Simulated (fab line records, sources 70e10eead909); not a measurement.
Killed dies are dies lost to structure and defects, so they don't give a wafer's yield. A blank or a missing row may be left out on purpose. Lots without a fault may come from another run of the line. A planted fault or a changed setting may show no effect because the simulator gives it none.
fab line records | flow nand_harc | part 1 of 2: steps 1 to 14 of 15
record lots=7 wafers=21 last_day=33
route steps=1302 shown P_M1@296 END@1302
lots that met no fault: from a run of the same line without faults
start_h: hours from the record's first day to the start of the lot's first wafer shown | wait_h: hours since the lot's step before | " the same as in the row above | L1.1+2: a row that stands for several wafers | - no value, or no start given | * or withheld: withheld | < > ~ a bound
route shown NAME@n: a module of which the file shows steps, and the number in the route of the first | usual: mean/standard deviation of fault-free wafers | same: alike in all rows | chamber/n: place in a boat | sites: the reading at each site | _std_site: their standard deviation | _edge_site: outer sites' mean less inner sites' | radius_mm: how far each site lies from the wafer's centre | mask NAME#n: copy n | behind: the tool/chamber that last shaped the wafer | hold: why the lot was held/for how many hours/how that ended | device: the transistor (n, p or np) that didn't switch | end of line: the same wafers' tests at the end of the route | a step without rows: its recipe alone | killed: dies lost to structure and defects at the first sort, not the wafer's yield | map: a wafer's dies, x killed, . not, _ none there
set.NAME: the setting as run; set.NAME@STEP: as run at that earlier step | model.NAME: the simulator's own value behind a step, which no gauge read
lots at some steps of the route; a table a step, a row a wafer
services: from which hour (start_h, from the record's first day; less than 0 if before it) a tool's chamber was out of use, for how many hours, and why
## steps
# step NHARC_P_M1_OVL_MEAS_10
# recipe pitch_nm=260
# usual overlay_x_nm=0.1/0.86 overlay_y_nm=0.4/0.7
# columns lot.wafer tool chamber start_h wait_h overlay_x_nm overlay_y_nm
L466.1 overlay-01 - 159.94 - 0.5 0.7
L466.2 " - " " 0.4 0.3
L466.5 " - " " 0.8 1.1
L469.1 overlay-01 - 207.27 - -0.9 0.8
L469.2 " - " " -1.2 0.4
L469.4 " - " " -1.8 0.5
L476.1 overlay-02 - 269.51 - 1.9 -0.3
L476.4 " - " " 2.4 -0.1
L476.6 " - " " 2.5 0.0
L477.1 overlay-01 - 279.21 - 0.2 0.3
L477.2 " - " " 0.3 0.2
L477.4 " - " " 0.3 0.4
L478.1 overlay-01 - 291.08 - 1.3 -0.3
L478.3 " - " " 1.5 -0.3
L478.4 " - " " 1.6 -0.3
L481.3 overlay-01 - 312.90 - 0.8 0.3
L481.4 " - " " 0.6 0.2
L481.6 " - " " 0.3 0.1
L482.2 overlay-02 - 328.89 - 0.8 0.0
L482.4 " - " " 0.4 -0.2
L482.6 " - " " 0.1 0.1
# step NHARC_P_M1_INSPECT_11
# usual raw_defect_count=4.7/2.2
# columns lot.wafer tool chamber start_h wait_h raw_defect_count
L466.1 defect_inspect-02 - 159.98 0.0 1
L466.2 " - " " 5
L466.5 " - " " 4
L469.1 defect_inspect-02 - 207.30 0.0 2
L469.2 " - " " 4
L469.4 " - " " 1
L476.1 defect_inspect-02 - 269.55 0.0 4
L476.4 " - " " 5
L476.6 " - " " 5
L477.1 defect_inspect-02 - 279.25 0.0 4
L477.2 " - " " 5
L477.4 " - " " 5
L478.1 defect_inspect-02 - 291.12 0.0 2
L478.3 " - " " 5
L478.4 " - " " 7
L481.3 defect_inspect-01 - 312.94 0.0 5
L481.4 " - " " 6
L481.6 " - " " 1
L482.2 defect_inspect-02 - 328.93 0.0 5
L482.4 " - " " 6
L482.6 " - " " 9
# step NHARC_P_M1_DESCUM_14
# recipe time_s=3 o2_flow_sccm=200 ar_flow_sccm=0 bias_power_w=0 chemistry=O2
# step NHARC_P_M1_ETCH_35
# recipe target_depth_a=400 overetch_a=120 time_s=43.94 ion_energy_ev=200 n2_flow_sccm=150 h2_flow_sccm=150 ar_flow_sccm=0 rf_w=400 bias_w=150 chemistry=N2/H2
# usual drypump_motor_current_A=5.61/0.24 oes_product_au=1.001/0.0077 rf_fwd_power_W=394.8/1.8 rf_vpp_V=431.3/2.9 showerhead_plenum_p_Torr=2.07/0.11 throttle_valve_pct=14.169/0.0086
# columns lot.wafer tool chamber start_h wait_h drypump_motor_current_A oes_product_au rf_fwd_power_W rf_hours_counter_h rf_vpp_V showerhead_plenum_p_Torr throttle_valve_pct
L466.1 rie_diel-10 3 160.13 0.1 5.34 0.995 394.8 7 430.3 1.97 14.158
L466.2 " 1 " " 5.72 0.997 395.6 6 431.7 2.03 14.172
L466.5 " 3 " " 5.34 0.994 393.8 - 428.0 1.97 14.167
L469.4 rie_diel-06 3 207.46 0.1 5.82 0.995 396.4 4 428.5 1.93 14.168
L469.1 " 0 " " 5.47 0.998 396.0 4 433.9 2.19 14.180
L469.2 " 1 " " 5.29 1.014 391.1 4 427.7 1.93 14.174
L476.4 rie_diel-02 0 269.70 0.1 5.93 1.005 396.4 18 430.0 2.00 14.159
L476.1 " 2 " " 6.61 1.007 396.0 13 433.5 2.12 14.165
L476.6 " 0 " " 5.93 1.002 395.5 - 430.1 2.00 14.170
L477.2 rie_diel-10 2 279.41 0.1 5.53 1.003 396.3 3 434.2 2.19 14.166
L477.1 " 0 " " 5.63 1.011 394.9 3 433.4 2.14 14.182
L477.4 " 0 " " 5.64 1.007 393.7 - 433.5 2.14 14.156
L478.4 rie_diel-06 2 291.26 0.1 5.65 0.994 397.0 9 436.1 2.20 14.170
L478.1 " 0 " " 5.46 0.994 395.8 10 434.2 2.19 14.170
L478.3 " 1 " " 5.30 1.004 392.3 10 427.3 1.92 14.175
L481.4 rie_diel-10 1 313.09 0.1 5.69 0.998 394.7 4 431.0 2.02 14.169
L481.3 " 3 " " 5.37 1.009 393.9 7 427.7 1.97 14.164
L481.6 " 1 " " 5.70 0.999 394.5 - 430.4 2.02 14.164
L482.4 rie_diel-10 0 329.08 0.1 5.65 1.009 393.4 8 432.7 2.13 14.162
L482.2 " 1 " " 5.69 1.002 394.1 5 430.3 2.02 14.163
L482.6 " 2 " " 5.57 1.000 394.5 - 435.2 2.19 14.163
# step NHARC_P_M1_ETCH_15
# recipe target_depth_a=1825 time_s=91.2 c4f8_flow_sccm=withheld ar_flow_sccm=400 rf_w=600 bias_w=300 chemistry=C4F8/Ar
# usual oes_product_au=0.951/0.02 rf_fwd_power_W=595.5/1.9 rf_vpp_V=442/3.1
# columns lot.wafer tool chamber start_h wait_h oes_product_au rf_fwd_power_W rf_hours_counter_h rf_vpp_V
L466.1 rie_diel-10 1 - - 0.928 597.5 6 441
L466.2 " 2 " " 0.934 591.9 7 445
L466.5 " 0 " " 0.934 597.3 - 445
L469.2 rie_diel-06 2 - - 0.976 592.1 4 445
L469.4 " 0 " " 0.960 596.0 4 442
L469.1 " 1 " " 0.985 593.5 4 437
L476.4 rie_diel-02 2 - - 0.956 594.0 13 445
L476.1 " 0 " " 0.973 595.1 18 439
L476.6 " 2 " " 0.954 594.8 - 442
L477.2 rie_diel-10 0 - - 0.948 594.9 3 444
L477.1 " 2 " " 0.944 596.7 3 445
L477.4 " 0 " " 0.953 594.5 - 443
L478.4 rie_diel-06 1 - - 0.934 592.9 10 438
L478.1 " 2 " " 0.922 597.7 9 445
L478.3 " 3 " " 0.928 594.7 10 439
L481.4 rie_diel-10 1 - - 0.966 599.0 4 440
L481.3 " 3 " " 0.986 596.1 7 439
L481.6 " 1 " " 0.965 594.1 - 442
L482.4 rie_diel-10 2 - - 0.940 592.8 9 446
L482.2 " 3 " " 0.930 595.8 8 440
L482.6 " 1 " " 0.934 596.2 - 442
# step NHARC_P_M1_CD_MEAS_16
# usual cd_nm=129.5/0.67
# columns lot.wafer tool chamber start_h wait_h cd_nm
L466.1 cd_sem-03 - 160.35 - 129.0
L466.2 " - " " 129.1
L466.5 " - " " 128.6
L469.1 cd_sem-03 - 207.67 - 128.9
L469.2 " - " " 128.9
L469.4 " - " " 129.3
L476.1 cd_sem-03 - 269.99 - 128.9
L476.4 " - " " 130.5
L476.6 " - " " 129.8
L477.1 cd_sem-03 - 279.67 - 129.8
L477.2 " - " " 129.9
L477.4 " - " " 129.6
L478.1 cd_sem-02 - 291.48 - 129.6
L478.3 " - " " 130.6
L478.4 " - " " 129.3
L481.3 cd_sem-02 - 313.31 - 129.2
L481.4 " - " " 129.5
L481.6 " - " " 129.9
L482.2 cd_sem-01 - 329.30 - 130.4
L482.4 " - " " 129.4
L482.6 " - " " 130.4
# step NHARC_P_M1_STRIP_18
# recipe power_w=1000 n2_flow_sccm=150 h2_flow_sccm=150 ar_flow_sccm=0 bias_w=0 chemistry=N2/H2
# usual drypump_motor_current_A=5.7/0.31 oes_product_au=1.000/0.0065 rf_fwd_power_W=997.5/2.8 rf_vpp_V=90.7/1.1 showerhead_plenum_p_Torr=2.06/0.12 throttle_valve_pct=14.171/0.01
# columns lot.wafer tool chamber start_h wait_h drypump_motor_current_A oes_product_au rf_fwd_power_W rf_hours_counter_h rf_vpp_V showerhead_plenum_p_Torr throttle_valve_pct
L466.1 rie_diel-06 3 160.42 0.1 5.8 1.006 998.3 2 90.0 1.93 14.166
L466.2 " 2 " " 5.6 1.003 995.9 2 91.2 2.20 14.169
L466.5 " 0 " " 5.4 1.007 1001.7 - 91.1 2.19 14.165
L469.2 rie_diel-10 0 207.74 0.1 5.6 1.002 999.7 9 91.7 2.14 14.158
L469.4 " 1 " " 5.7 0.999 994.5 9 88.9 2.03 14.156
L469.1 " 2 " " 5.5 1.004 1001.0 10 91.3 2.19 14.189
L476.1 rie_diel-02 3 270.10 0.1 5.8 1.003 998.5 15 90.0 1.91 14.167
L476.4 " 0 " " 5.9 1.012 997.0 18 91.4 2.00 14.174
L476.6 " 3 " " 5.9 1.002 1001.0 - 89.8 1.91 14.182
L477.2 rie_diel-06 3 279.84 0.2 5.8 0.996 996.4 8 91.3 1.93 14.167
L477.1 " 1 " " 5.3 0.997 994.6 8 89.7 1.93 14.166
L477.4 " 2 " " 5.7 0.995 997.0 8 91.6 2.20 14.174
L478.3 rie_diel-10 1 291.56 0.1 5.7 0.999 994.8 1 89.5 2.03 14.173
L478.1 " 3 " " 5.3 1.012 993.1 5 90.0 1.97 14.171
L478.4 " 0 " " 5.6 1.000 997.9 5 90.2 2.14 14.170
L481.3 rie_diel-02 1 313.49 0.2 5.5 0.994 997.4 - 91.7 2.19 14.162
L481.4 " 3 " " 5.8 0.996 996.4 - 89.1 1.91 14.162
L481.6 " 1 " " 5.5 1.006 997.0 - 92.1 2.19 14.190
L482.2 rie_diel-10 2 329.39 0.1 5.5 0.999 995.1 9 91.4 2.19 14.171
L482.4 " 3 " " 5.4 1.010 996.1 8 89.8 1.97 14.165
L482.6 " 2 " " 5.5 1.006 994.0 - 91.3 2.19 14.175
# step NHARC_P_M1_ETCH_28
# recipe target_depth_a=300 over_etch_frac=0.3 time_s=72.99 ion_energy_ev=150 cf4_flow_sccm=50 n2_flow_sccm=100 ar_flow_sccm=150 rf_w=300 bias_w=100 chemistry=CF4/N2
# usual drypump_motor_current_A=5.6/0.3 oes_product_au=1.000/0.0078 rf_fwd_power_W=297.5/1.3 rf_vpp_V=314.7/2.4 showerhead_plenum_p_Torr=2.66/0.14 throttle_valve_pct=19.793/0.0083
# columns lot.wafer tool chamber start_h wait_h drypump_motor_current_A oes_product_au rf_fwd_power_W rf_hours_counter_h rf_vpp_V showerhead_plenum_p_Torr throttle_valve_pct
L466.1 rie_diel-06 0 - - 5.4 1.009 298.1 2 318.2 2.80 19.777
L466.2 " 1 " " 5.3 1.016 295.0 2 312.2 2.49 19.790
L466.5 " 2 " " 5.6 1.006 297.7 - 317.9 2.82 19.794
L469.1 rie_diel-10 1 - - 5.7 1.000 296.8 9 313.8 2.61 19.812
L469.2 " 2 " " 5.6 1.007 297.0 10 318.8 2.81 19.782
L469.4 " 0 " " 5.7 0.999 298.3 9 316.1 2.74 19.801
L476.1 rie_diel-02 2 - - 6.6 1.002 296.6 13 315.7 2.72 19.783
L476.4 " 3 " " 5.8 0.994 296.6 15 311.4 2.48 19.800
L476.6 " 0 " " 5.9 0.999 298.4 - 313.2 2.58 19.781
L477.1 rie_diel-06 0 - - 5.4 1.005 300.3 8 317.4 2.80 19.769
L477.4 " 1 " " 5.3 0.997 296.1 8 313.1 2.49 19.781
L477.2 " 2 " " 5.6 0.991 297.6 8 317.6 2.82 19.801
L478.1 rie_diel-10 0 - - 5.7 1.008 297.6 5 315.2 2.74 19.773
L478.3 " 1 " " 5.7 1.012 296.8 1 314.1 2.61 19.795
L478.4 " 2 " " 5.5 1.014 295.4 5 316.9 2.80 19.804
L481.4 rie_diel-02 1 313.81 0.2 5.4 0.994 299.4 - 317.0 2.80 19.796
L481.3 " 3 " " 5.8 0.989 299.2 - 312.3 2.47 19.794
L481.6 " 1 " " 5.4 0.995 299.7 - 316.6 2.80 19.785
L482.4 rie_diel-10 0 - - 5.6 1.004 297.3 8 315.3 2.74 19.792
L482.2 " 1 " " 5.7 1.002 295.1 5 313.8 2.61 19.796
L482.6 " 3 " " 5.3 1.005 296.2 - 313.1 2.54 19.794
# step NHARC_P_M1_STRIP_19
# recipe time_s=600 temp_c=30 chemistry=post_etch_residue_remover
# step NHARC_P_M1_DEGAS_29
# recipe temp_c=250 time_s=60
# step NHARC_P_M1_PRE_CLEAN_30
# recipe time_s=30 temp_c=280 gas=H2/He
# step NHARC_P_M1_PVD_20
# recipe target_thk_a=50 bias_v=168.6 power_w=15000 chamber_pressure_pa=0.12 time_s=8.06 substrate_temp_c=50 material=TaN
# usual bias_v=168.9/1.7 cathode_dc_power_W=15000/2.8 throttle_valve_pct=30.2/0.72
# columns lot.wafer tool chamber start_h wait_h bias_v cathode_dc_power_W throttle_valve_pct
L466.2 pvd_sputter-01 - - - 167.5 14995 30.7
L466.1 " - " " 169.2 15001 29.7
L466.5 " - " " 170.3 15000 29.9
L469.2 pvd_sputter-02 - - - 167.2 14996 31.0
L469.4 " - " " 169.2 14998 30.1
L469.1 " - " " 167.5 14997 30.9
L476.1 pvd_sputter-02 - - - 167.7 14997 31.3
L476.4 " - " " 170.2 14997 30.1
L476.6 " - " " 167.4 14998 31.2
L477.4 pvd_sputter-01 - - - 168.6 15001 29.5
L477.2 " - " " 167.1 15001 29.7
L477.1 " - " " 167.3 15000 30.4
L478.4 pvd_sputter-03 - - - 167.8 15000 30.3
L478.1 " - " " 167.1 14995 29.1
L478.3 " - " " 168.9 14997 28.3
L481.4 pvd_sputter-01 - - - 167.9 15003 30.5
L481.3 " - " " 170.9 14998 29.7
L481.6 " - " " 168.4 15001 30.1
L482.2 pvd_sputter-02 - - - 166.5 14995 30.5
L482.4 " - " " 168.9 15001 31.3
L482.6 " - " " 169.2 14998 30.6
# step NHARC_P_M1_PVD_21
# recipe target_thk_a=300 chamber_pressure_pa=5 power_w=5000 substrate_temp_c=30 time_s=20.49 material=Cu
# usual cathode_dc_power_W=5000.1/0.86 chamber_pressure_pa=5.000/0.0091 throttle_valve_pct=30.2/0.73
# columns lot.wafer tool chamber start_h wait_h cathode_dc_power_W chamber_pressure_pa throttle_valve_pct
L466.1 pvd_sputter-01 - 161.28 - 5000.2 5.002 30.8
L466.2 " - " " 4999.1 5.000 30.5
L466.5 " - " " 4999.4 5.013 30.7
L469.4 pvd_sputter-02 - 208.61 - 4999.1 4.985 31.2
L469.1 " - " " 5000.3 4.992 30.3
L469.2 " - " " 4998.4 5.024 30.6
L476.4 pvd_sputter-02 - 270.94 - - - -
L476.1 " - " " - - -
L476.6 " - " " - - -
L477.2 pvd_sputter-01 - 280.83 - - - -
L477.4 " - " " - - -
L477.1 " - " " - - -
L478.3 pvd_sputter-03 - 292.42 - - - -
L478.4 " - " " - - -
L478.1 " - " " - - -
L481.3 pvd_sputter-01 - 314.44 - 5001.3 4.991 30.4
L481.4 " - " " 5000.0 5.004 30.1
L481.6 " - " " 4998.6 5.012 30.2
L482.4 pvd_sputter-02 - 330.23 - 5000.8 5.005 30.2
L482.2 " - " " 5000.1 5.001 30.4
L482.6 " - " " 5000.4 5.009 30.3
# step NHARC_P_M1_ECD_22
# recipe target_thk_a=4000 bath_temp_c=25 material=Cu
## key
first_sign step=NHARC_P_M1_PVD_21 reading=tool_record direction=missing
effect step=NHARC_END_SORT_01 reading=killed_at_periphery direction=up sigmas=99+ usual=3.8 struck=621.6
more_kills_born_at NHARC_P_M1_PVD_21@pvd_sputter-02=1893 NHARC_P_M1_PVD_21@pvd_sputter-03=1850 NHARC_P_M1_PVD_21@pvd_sputter-01=1816
met_at NHARC_P_M1_PVD_21
struck_wafers L476.1,L476.4,L476.6,L477.1,L477.2,L477.4,L478.1,L478.3,L478.4
later_rows_left_out L476.1,L476.4,L476.6,L477.1,L477.2,L477.4,L478.1,L478.3,L478.4
onset_between 208.61 270.94
fault kind=skipped_step_whole tool=pvd_sputter-01,pvd_sputter-02,pvd_sputter-03 chamber=- onset_h=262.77 steps=NHARC_P_M1_PVD_21 scope=struck_lots_only
# later_rows_left_out: the simulator's readings of these wafers behind a module that went badly wrong aren't trusted and aren't shown, but for the sort
